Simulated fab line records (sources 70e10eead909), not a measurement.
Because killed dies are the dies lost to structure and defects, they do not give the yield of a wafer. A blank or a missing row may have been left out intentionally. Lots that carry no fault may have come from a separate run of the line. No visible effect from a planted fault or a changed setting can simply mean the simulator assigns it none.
The tool behind it: which one?	flow nandHarc	57 wafers from 19 lots sampled at 6 of the route's 1159 steps

== WHAT EACH GAUGE READ, for each wafer ==
Not one reading of a measure or inspect step in the record can be checked against a usual standard deviation.

== EACH LOT AND THE TOOL THAT RAN IT (in order: tool; ch and the chambers of the sampled wafers; start) ==
lot	NHARC_A_CHANNEL_HOLE_D1_DESCUM_15	NHARC_A_CHANNEL_HOLE_D1_ETCH_24	NHARC_A_CHANNEL_HOLE_D1_ETCH_44	NHARC_A_STAIRCASE_TRIM_14	NHARC_A_STAIRCASE_TRIM_226	NHARC_A_STAIRCASE_ETCH_452
L074	rieDiel-12 ch 0,1,2, day 7 16:52	harEtch-01 ch 0,1, day 7 20:09	rieDiel-12 ch 1,2, day 7 22:44	rieDiel-09 ch 0,1,3, no start	rieDiel-11 ch 0,1, no start	rieDiel-09 ch 0,3, no start
L077	rieDiel-01 ch 0,1,2, day 8 17:19	harEtch-02 ch 0, day 8 20:45	rieDiel-12 ch 0,1,3, day 8 23:15	rieDiel-09 ch 1,2, no start	rieDiel-11 ch 2,3, no start	rieDiel-09 ch 0,1, no start
L075	rieDiel-10 ch 0,1,2, day 8 17:49	harEtch-01 ch 1, day 8 21:08	rieDiel-10 ch 0,1, day 8 23:44	rieDiel-11 ch 1,3, no start	rieDiel-13 ch 0,2, no start	rieDiel-13 ch 0,2, no start
L078	rieDiel-12 ch 0,1,2, day 9 02:05	harEtch-01 ch 0,1, day 9 06:28	rieDiel-12 ch 1,3, day 9 08:55	rieDiel-11 ch 0,1, no start	rieDiel-11 ch 1,3, no start	rieDiel-09 ch 0,1, no start
L079	rieDiel-10 ch 0,1,3, day 9 08:44	harEtch-02 ch 0,1, day 9 12:18	rieDiel-10 ch 0,1,2, day 9 14:39	rieDiel-13 ch 0,1,3, no start	rieDiel-13 ch 0,1, no start	rieDiel-09 ch 0,1,2, no start
L081	rieDiel-12 ch 0,2,3, day 10 00:10	harEtch-02 ch 0,1, day 10 03:27	rieDiel-12 ch 1,2,3, day 10 06:02	rieDiel-09 ch 0,2,3, no start	rieDiel-11 ch 0,1,3, no start	rieDiel-11 ch 1,2,3, no start
L082	rieDiel-10 ch 1,3, day 10 00:56	harEtch-01 ch 0,1, day 10 04:14	rieDiel-01 ch 0,1,2, day 10 06:52	rieDiel-09 ch 0,1,2, no start	rieDiel-13 ch 1,3, no start	rieDiel-09 ch 0,2, no start
L083	rieDiel-01 ch 0,2, day 10 16:25	harEtch-02 ch 0,1, day 10 20:18	rieDiel-12 ch 2,3, day 10 22:30	rieDiel-09 ch 0,3, no start	rieDiel-13 ch 1,2, no start	rieDiel-09 ch 0,3, no start
L085	rieDiel-01 ch 0,1,3, day 11 11:19	harEtch-01 ch 0,1, day 11 18:28	rieDiel-10 ch 1,2,3, day 11 20:40	rieDiel-09 ch 0,3, no start	rieDiel-09 ch 0,1, no start	rieDiel-09 ch 2,3, no start
L087	rieDiel-01 ch 0,1,3, day 12 00:37	harEtch-01 ch 0,1, day 12 04:19	rieDiel-10 ch 1,2, day 12 06:32	rieDiel-13 ch 0,1,2, no start	rieDiel-11 ch 0,2,3, no start	rieDiel-13 ch 0,1,2, no start
L089	rieDiel-12 ch 0,2,3, day 12 09:07	harEtch-02 ch 0,1, day 12 12:25	rieDiel-12 ch 0,1,2, day 12 15:01	rieDiel-13 ch 0,1,3, no start	rieDiel-13 ch 0,2, no start	rieDiel-13 ch 0,1,2, no start
L090	rieDiel-01 ch 1,3, day 12 09:15	harEtch-01 ch 0,1, day 12 12:34	rieDiel-01 ch 2,3, day 12 15:08	rieDiel-11 ch 0,3, no start	rieDiel-11 ch 0,1,3, no start	rieDiel-09 ch 1,2,3, no start
L091	rieDiel-01 ch 0,1,3, day 12 19:23	harEtch-01 ch 0,1, day 12 22:50	rieDiel-10 ch 1,2,3, day 13 01:17	rieDiel-09 ch 0,1,2, no start	rieDiel-11 ch 0,1,2, no start	rieDiel-11 ch 0,1,3, no start
L092	rieDiel-12 ch 0,3, day 12 19:32	harEtch-01 ch 0,1, day 13 02:59	rieDiel-10 ch 1,2,3, day 13 05:28	rieDiel-09 ch 0,1,2, no start	rieDiel-11 ch 0,1,3, no start	rieDiel-13 ch 0,2,3, no start
L094	rieDiel-12 ch 0,1,3, day 13 02:14	harEtch-02 ch 0,1, day 13 06:46	rieDiel-12 ch 0,2,3, day 13 09:16	rieDiel-11 ch 0,2,3, no start	rieDiel-11 ch 1,2,3, no start	rieDiel-13 ch 1,2, no start
L093	rieDiel-01 ch 1,3, day 13 02:29	harEtch-01 ch 0,1, day 13 07:02	rieDiel-10 ch 0,1,2, day 13 09:36	rieDiel-09 ch 1,2,3, no start	rieDiel-11 ch 1,2,3, no start	rieDiel-09 ch 1,3, no start
L096	rieDiel-01 ch 0,2,3, day 13 10:26	harEtch-01 ch 0,1, day 13 13:44	rieDiel-10 ch 1,2,3, day 13 16:20	rieDiel-11 ch 0,1,2, no start	rieDiel-13 ch 0,1,2, no start	rieDiel-09 ch 0,1, no start
L095	rieDiel-10 ch 0,1, day 13 11:34	harEtch-02 ch 0,1, day 13 14:53	rieDiel-12 ch 0,2, day 13 17:30	rieDiel-11 ch 0,2, no start	rieDiel-13 ch 0,2, no start	rieDiel-13 ch 0,2, no start
L097	rieDiel-12 ch 0,2, day 14 04:52	harEtch-02 ch 0,1, day 14 08:26	rieDiel-10 ch 0,2,3, day 14 10:47	rieDiel-09 ch 1,2,3, no start	rieDiel-13 ch 0,2,3, no start	rieDiel-13 ch 0,2, no start
- NHARC_A_CHANNEL_HOLE_D1_DESCUM_15: chemistry O2, time 3 s.
- NHARC_A_CHANNEL_HOLE_D1_ETCH_24: etches the open film in C4F8/O2/Ar, time 906.2 s, target depth 1500 nm.
- NHARC_A_CHANNEL_HOLE_D1_ETCH_44: etches the open film in CF4/O2, target depth 140 nm, overetch 14 nm, time 77 s.
- NHARC_A_STAIRCASE_TRIM_14: chemistry O2, time 211.2 s.
- NHARC_A_STAIRCASE_TRIM_226: chemistry O2, time 211.2 s.
- NHARC_A_STAIRCASE_ETCH_452: etches the open film in CF4/O2, target depth 30 nm, overetch 3 nm, time 16.5 s.

== AS READ BY THE TOOLS THEMSELVES (means over the sampled wafers that have a number; for cases with no such wafer, the mark the record gives instead) ==
NHARC_A_CHANNEL_HOLE_D1_DESCUM_15. Usual: drypumpMotorCurrentA 5.7 A, standard deviation 0.48; oesProductAu 1.003 a.u., standard deviation 0.0076; rfVppV 57.9 V, standard deviation 0.82; showerheadPlenumPTorr 1.91 Torr, standard deviation 0.074; throttleValvePct 11.313 %, standard deviation 0.0089.
lot	tool	drypumpMotorCurrentA (A)	oesProductAu (a.u.)	rfVppV (V)	showerheadPlenumPTorr (Torr)	throttleValvePct (%)	flag
L074	rieDiel-12	5.5	1.003	57.6	1.93	11.313	
L077	rieDiel-01	5.7	1.003	57.9	1.90	11.310	
L075	rieDiel-10	5.9	0.999	57.8	1.93	11.304	
L078	rieDiel-12	5.5	0.993	58.3	1.93	11.307	
L079	rieDiel-10	6.0	1.003	57.8	1.92	11.309	
L081	rieDiel-12	5.3	1.003	57.9	1.95	11.310	
L082	rieDiel-10	6.1	1.000	58.3	1.87	11.320	
L083	rieDiel-01	6.1	1.002	58.0	1.93	11.312	
L085	rieDiel-01	5.7	1.006	57.0	1.90	11.309	
L087	rieDiel-01	5.7	1.012	57.6	1.90	11.319	
L089	rieDiel-12	5.3	1.007	57.5	1.95	11.319	
L090	rieDiel-01	5.3	1.010	57.8	1.85	11.316	
L091	rieDiel-01	5.7	1.013	58.0	1.89	11.314	
L092	rieDiel-12	5.2	1.001	57.3	1.92	11.319	
L094	rieDiel-12	5.4	1.014	58.2	1.87	11.304	
L093	rieDiel-01	5.4	1.010	57.3	1.92	11.319	
L096	rieDiel-01	5.8	1.008	58.4	1.95	11.306	
L095	rieDiel-10	5.6	0.999	56.9	1.95	11.318	
L097	rieDiel-12	5.4	1.001	57.7	2.00	11.310	

NHARC_A_CHANNEL_HOLE_D1_ETCH_24. Usual: drypumpMotorCurrentA 5.2 A, standard deviation 0.42; showerheadPlenumPTorr 3.70 Torr, standard deviation 0.11; throttleValvePct 32.236 %, standard deviation 0.01.
lot	tool	drypumpMotorCurrentA (A)	showerheadPlenumPTorr (Torr)	throttleValvePct (%)	flag
L074	harEtch-01	5.0	3.68	32.243	
L077	harEtch-02	4.8	3.87	32.237	
L075	harEtch-01	5.0	3.61	32.226	
L078	harEtch-01	5.1	3.72	32.239	
L079	harEtch-02	5.6	3.69	32.242	
L081	harEtch-02	5.5	3.69	32.233	
L082	harEtch-01	5.1	3.66	32.226	
L083	harEtch-02	5.2	3.77	32.239	
L085	harEtch-01	5.1	3.66	32.236	
L087	harEtch-01	5.1	3.71	32.235	
L089	harEtch-02	5.6	3.68	32.241	
L090	harEtch-01	5.0	3.65	32.241	
L091	harEtch-01	5.0	3.65	32.226	
L092	harEtch-01	5.1	3.70	32.229	
L094	harEtch-02	5.5	3.67	32.237	
L093	harEtch-01	5.1	3.64	32.236	
L096	harEtch-01	5.1	3.69	32.225	
L095	harEtch-02	5.2	3.75	32.234	
L097	harEtch-02	5.6	3.66	32.236	

NHARC_A_CHANNEL_HOLE_D1_ETCH_44. Usual: for biasW, 100.02 W with a standard deviation of 0.29; for drypumpMotorCurrentA, 5.8 A with a standard deviation of 0.52; for oes_o_777_au, 1.000 a.u. with a standard deviation of 0.0048; for oesProductAu, 1.001 a.u. with a standard deviation of 0.0074; for rfVppV, 197.8 V with a standard deviation of 1.3; for showerheadPlenumPTorr, 1.33 Torr with a standard deviation of 0.048; for throttleValvePct, 13.398 % with a standard deviation of 0.0087.
lot	tool	biasW (W)	drypumpMotorCurrentA (A)	oes_o_777_au (a.u.)	oesProductAu (a.u.)	rfVppV (V)	showerheadPlenumPTorr (Torr)	throttleValvePct (%)	flag
L074	rieDiel-12	100.19	5.6	1.001	0.994	198.0	1.32	13.395	
L077	rieDiel-12	100.06	5.4	0.999	0.999	196.9	1.31	13.397	
L075	rieDiel-10	99.89	5.6	1.002	0.999	198.2	1.36	13.400	
L078	rieDiel-12	99.78	5.5	1.001	1.000	197.1	1.28	13.407	
L079	rieDiel-10	100.01	5.9	0.999	0.997	198.3	1.34	13.403	
L081	rieDiel-12	99.97	5.4	1.001	0.997	198.1	1.33	13.403	
L082	rieDiel-01	100.07	5.7	0.993	1.000	197.9	1.32	13.391	
L083	rieDiel-12	99.86	5.2	0.995	1.010	198.3	1.34	13.396	
L085	rieDiel-10	99.78	6.1	1.005	0.996	198.3	1.31	13.404	
L087	rieDiel-10	100.13	6.0	1.000	0.992	196.8	1.31	13.398	
L089	rieDiel-12	100.18	5.5	1.002	1.006	198.5	1.34	13.405	
L090	rieDiel-01	99.93	5.6	0.999	1.005	197.9	1.38	13.408	
L091	rieDiel-10	100.28	6.1	1.000	0.997	197.9	1.31	13.404	
L092	rieDiel-10	99.77	6.1	1.003	1.005	197.3	1.31	13.404	
L094	rieDiel-12	100.10	5.3	0.996	0.999	198.0	1.36	13.393	
L093	rieDiel-10	99.83	5.9	0.998	1.003	198.0	1.34	13.405	
L096	rieDiel-10	100.30	6.1	0.998	0.995	197.0	1.31	13.394	
L095	rieDiel-12	100.25	5.4	0.998	1.006	200.2	1.39	13.402	
L097	rieDiel-10	100.21	6.3	1.004	0.993	197.4	1.32	13.404	

NHARC_A_STAIRCASE_TRIM_14. Usual: drypumpMotorCurrentA 5.5 A, standard deviation 0.37; oesProductAu 1.001 a.u., standard deviation 0.0084; rfVppV 57.7 V, standard deviation 0.96; showerheadPlenumPTorr 3.49 Torr, standard deviation 0.14; throttleValvePct 17.037 %, standard deviation 0.0089.
lot	tool	drypumpMotorCurrentA (A)	oesProductAu (a.u.)	rfVppV (V)	showerheadPlenumPTorr (Torr)	throttleValvePct (%)	flag
L074	rieDiel-09	5.1	0.996	57.1	3.40	17.031	
L077	rieDiel-09	5.4	0.994	56.7	3.37	17.046	
L075	rieDiel-11	5.8	1.003	56.6	3.50	17.040	
L078	rieDiel-11	5.6	1.014	57.5	3.41	17.032	
L079	rieDiel-13	5.8	0.996	57.9	3.44	17.041	
L081	rieDiel-09	5.1	0.999	58.0	3.49	17.046	
L082	rieDiel-09	5.2	0.997	57.5	3.58	17.026	
L083	rieDiel-09	5.1	1.012	57.9	3.48	17.041	
L085	rieDiel-09	4.9	0.995	57.4	3.42	17.047	
L087	rieDiel-13	5.5	1.006	56.7	3.45	17.041	
L089	rieDiel-13	5.8	1.007	57.2	3.61	17.036	
L090	rieDiel-11	5.6	0.996	56.7	3.40	17.037	
L091	rieDiel-09	5.2	0.992	58.4	3.56	17.040	
L092	rieDiel-09	5.2	0.994	57.2	3.56	17.034	
L094	rieDiel-11	5.7	1.003	57.7	3.40	17.037	
L093	rieDiel-09	5.3	1.000	58.2	3.63	17.040	
L096	rieDiel-11	5.7	1.009	57.0	3.44	17.040	
L095	rieDiel-11	5.6	1.012	58.1	3.35	17.039	
L097	rieDiel-09	5.3	0.992	58.0	3.62	17.034	

NHARC_A_STAIRCASE_TRIM_226. Usual: drypumpMotorCurrentA 5.7 A, standard deviation 0.33; oesProductAu 1.005 a.u., standard deviation 0.0084; rfVppV 57.6 V, standard deviation 0.88; showerheadPlenumPTorr 3.47 Torr, standard deviation 0.14; throttleValvePct 17.036 %, standard deviation 0.009.
lot	tool	drypumpMotorCurrentA (A)	oesProductAu (a.u.)	rfVppV (V)	showerheadPlenumPTorr (Torr)	throttleValvePct (%)	flag
L074	rieDiel-11	5.6	1.002	57.9	3.50	17.030	
L077	rieDiel-11	5.8	1.009	58.0	3.47	17.038	
L075	rieDiel-13	5.6	1.000	58.2	3.42	17.036	
L078	rieDiel-11	5.7	1.009	57.7	3.53	17.036	
L079	rieDiel-13	5.4	0.999	57.6	3.50	17.041	
L081	rieDiel-11	5.7	1.008	58.0	3.44	17.044	
L082	rieDiel-13	5.7	0.992	57.5	3.57	17.043	
L083	rieDiel-13	5.6	1.007	57.3	3.37	17.037	
L085	rieDiel-09	5.2	0.995	58.8	3.65	17.041	
L087	rieDiel-11	5.7	1.006	57.6	3.40	17.039	
L089	rieDiel-13	5.6	1.008	58.2	3.49	17.035	
L090	rieDiel-11	5.6	1.004	57.9	3.44	17.027	
L091	rieDiel-11	5.6	1.010	57.0	3.44	17.036	
L092	rieDiel-11	5.6	1.005	58.0	3.43	17.040	
L094	rieDiel-11	5.8	1.006	58.4	3.48	17.042	
L093	rieDiel-11	5.7	1.008	57.8	3.48	17.033	
L096	rieDiel-13	5.5	1.006	57.8	3.44	17.027	
L095	rieDiel-13	5.6	1.008	57.4	3.40	17.033	
L097	rieDiel-13	5.9	1.003	57.4	3.56	17.032	

NHARC_A_STAIRCASE_ETCH_452. Usual: for biasW, 100.0 W with a standard deviation of 0.32; for drypumpMotorCurrentA, 5.5 A with a standard deviation of 0.4; for oes_o_777_au, 1.000 a.u. with a standard deviation of 0.0041; for oesProductAu, 1.002 a.u. with a standard deviation of 0.0081; for rfVppV, 197.7 V with a standard deviation of 1.5; for showerheadPlenumPTorr, 1.33 Torr with a standard deviation of 0.063; for throttleValvePct, 13.397 % with a standard deviation of 0.0098.
lot	tool	biasW (W)	drypumpMotorCurrentA (A)	oes_o_777_au (a.u.)	oesProductAu (a.u.)	rfVppV (V)	showerheadPlenumPTorr (Torr)	throttleValvePct (%)	flag
L074	rieDiel-09	100.3	5.1	1.000	0.990	198.0	1.32	13.393	
L077	rieDiel-09	100.0	5.0	0.995	1.002	197.1	1.33	13.395	
L075	rieDiel-13	100.3	5.5	1.002	0.990	198.0	1.33	13.395	
L078	rieDiel-09	100.1	5.2	0.998	0.998	198.9	1.39	13.394	
L079	rieDiel-09	100.2	5.2	0.996	1.001	197.9	1.36	13.400	
L081	rieDiel-11	99.8	5.7	0.997	1.005	198.1	1.32	13.404	
L082	rieDiel-09	99.8	5.0	1.002	0.996	196.0	1.30	13.400	
L083	rieDiel-09	100.1	5.1	0.999	1.003	198.5	1.31	13.401	
L085	rieDiel-09	99.9	5.2	0.998	1.010	197.6	1.34	13.395	
L087	rieDiel-13	100.0	5.5	0.997	0.999	197.5	1.30	13.406	
L089	rieDiel-13	100.2	5.5	0.997	1.006	198.0	1.30	13.404	
L090	rieDiel-09	99.7	5.3	0.998	1.007	198.4	1.37	13.406	
L091	rieDiel-11	100.0	5.6	0.997	1.004	196.0	1.30	13.392	
L092	rieDiel-13	100.3	5.9	0.999	0.998	198.0	1.35	13.395	
L094	rieDiel-13	99.6	5.6	0.997	1.013	196.7	1.27	13.394	
L093	rieDiel-09	99.7	5.3	0.999	0.999	198.8	1.37	13.395	
L096	rieDiel-09	99.9	5.2	1.001	0.991	199.6	1.38	13.407	
L095	rieDiel-13	100.0	5.5	1.001	1.014	196.8	1.28	13.400	
L097	rieDiel-13	100.1	5.6	0.998	1.005	196.6	1.28	13.382	

== THE ANSWER, worked out from the rows above alone ==
Rule: take the mean of a lot's wafers that have a number; if it is more than 3 standard deviations from the usual mean, the lot is off. A lot without any number at a reading at which 4 lots or more have one is off too. The other lots that the step has rows for count as sound. Order of review: gauges by route order, followed by the tools' own readings, for which a lot's mean as printed above is used. At the first step where some lot is off, the reading lying furthest off is the one used; lots without a number count as furthest.
Nothing can be told from this: no lot is off at any reading shown.

== WHAT THE SIMULATOR HAD PUT IN ==
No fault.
